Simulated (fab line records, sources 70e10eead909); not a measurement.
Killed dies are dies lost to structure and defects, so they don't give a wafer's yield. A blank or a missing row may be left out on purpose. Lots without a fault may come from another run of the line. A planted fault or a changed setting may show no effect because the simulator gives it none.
Which tool did it? | flow nand_harc | 6 lots, 18 wafers sampled, at 5 steps of a route of 1302

WHAT THE GAUGES READ, wafer by wafer
NHARC_A_M0_CD_MEAS_09: target cd 80 nm.
lot  | measured     | on        | cd_nm (nm)
L174 | day 23 07:16 | cd_sem-03 | 79.6 79.4 80.0
L178 | day 24 00:53 | cd_sem-03 | 79.8 80.0 79.2
L179 | day 24 13:26 | cd_sem-02 | 81.3 80.2 81.5
L184 | day 26 07:25 | cd_sem-03 | 80.2 80.8 80.0
L193 | day 30 11:44 | cd_sem-01 | 76.8 77.4 76.5 76.9 77.7 76.7
L195 | day 31 11:24 | cd_sem-02 | 79.8 79.5 79.9

WHICH TOOL RAN EACH LOT (tool, then ch and the chambers of the sampled wafers, then the start)
lot  | NHARC_A_BLC_PVD_32                      | NHARC_A_BLC_ALD_23                  | NHARC_A_BLC_CMP_25            | NHARC_A_M0_DEVELOP_08
L174 | pvd_sputter-02, day 23 05:20 or earlier | ald_metal-04 ch 0,1,2, day 23 05:20 | cmp-01 ch 0,1,3, day 23 06:05 | litho_track-04 ch 0, day 23 07:00
L178 | pvd_sputter-01, day 23 22:55 or earlier | ald_metal-01 ch 0,1,2, day 23 22:55 | cmp-01 ch 1,2,3, day 23 23:43 | litho_track-01 ch 0, day 24 00:00
L179 | pvd_sputter-02, day 24 11:26 or earlier | ald_metal-02 ch 0,1,2, day 24 11:26 | cmp-01 ch 0,1,2, day 24 12:10 | litho_track-04 ch 0, day 24 13:00
L184 | pvd_sputter-01, day 26 05:31 or earlier | ald_metal-01 ch 0,1,3, day 26 05:31 | cmp-03 ch 0,1,3, day 26 06:16 | litho_track-01 ch 0, day 26 07:00
L193 | pvd_sputter-01, day 30 09:25 or earlier | ald_metal-04 ch 0,1,3, day 30 09:25 | cmp-02 ch 0,1,3, day 30 10:34 | litho_track-04 ch 0, day 30 11:00
L195 | pvd_sputter-02, day 31 09:22 or earlier | ald_metal-02 ch 0,2,3, day 31 09:22 | cmp-01 ch 0,2,3, day 31 10:08 | litho_track-01 ch 0, day 31 11:00
- NHARC_A_BLC_PVD_32: deposits Ti, target thk 5 nm, time 17.7 s.
- NHARC_A_BLC_ALD_23: deposits TiN, target thk 3 nm, pulse time 1 s, ald cycles 150.
- NHARC_A_BLC_CMP_25: polishes, t overpolish 30 s, target thk 150 nm.
- NHARC_A_M0_DEVELOP_08: develop time 35 s.

THE ANSWER, worked out from the rows above alone
Rule: what is usual is taken from the lots themselves. Put in order of their means at a reading, lots are off if they are a third of the lots or fewer, leave a main group of 4 or more, and stand apart from it by a gap of 3 or more times the standard deviation of the main group's means; of several such gaps the widest counts. A main group whose means are all the same, to the digits that the tables above print for the reading, isn't used. A lot without any number at a reading at which 4 lots or more have one is off too. The other lots that the step has rows for count as sound.
Off: L193, at NHARC_A_M0_CD_MEAS_09 (cd_nm). The main group: mean 80.1 nm, standard deviation 0.52.
A tool fits if, at a process step before that reading, it ran every lot that is off, and no sound lot after the first of them. The gauges at NHARC_A_M0_CD_MEAS_09 are tried like those tools. NHARC_A_BLC_PVD_32 gives no start for some lots, so the hours and the order of its lots are those of NHARC_A_BLC_ALD_23. Can't be told from this: 5 tools fit, pvd_sputter-01 at NHARC_A_BLC_PVD_32, ald_metal-04 at NHARC_A_BLC_ALD_23, cmp-02 at NHARC_A_BLC_CMP_25, litho_track-04 at NHARC_A_M0_DEVELOP_08, cd_sem-01 at NHARC_A_M0_CD_MEAS_09.

WHAT THE SIMULATOR HAD PUT IN
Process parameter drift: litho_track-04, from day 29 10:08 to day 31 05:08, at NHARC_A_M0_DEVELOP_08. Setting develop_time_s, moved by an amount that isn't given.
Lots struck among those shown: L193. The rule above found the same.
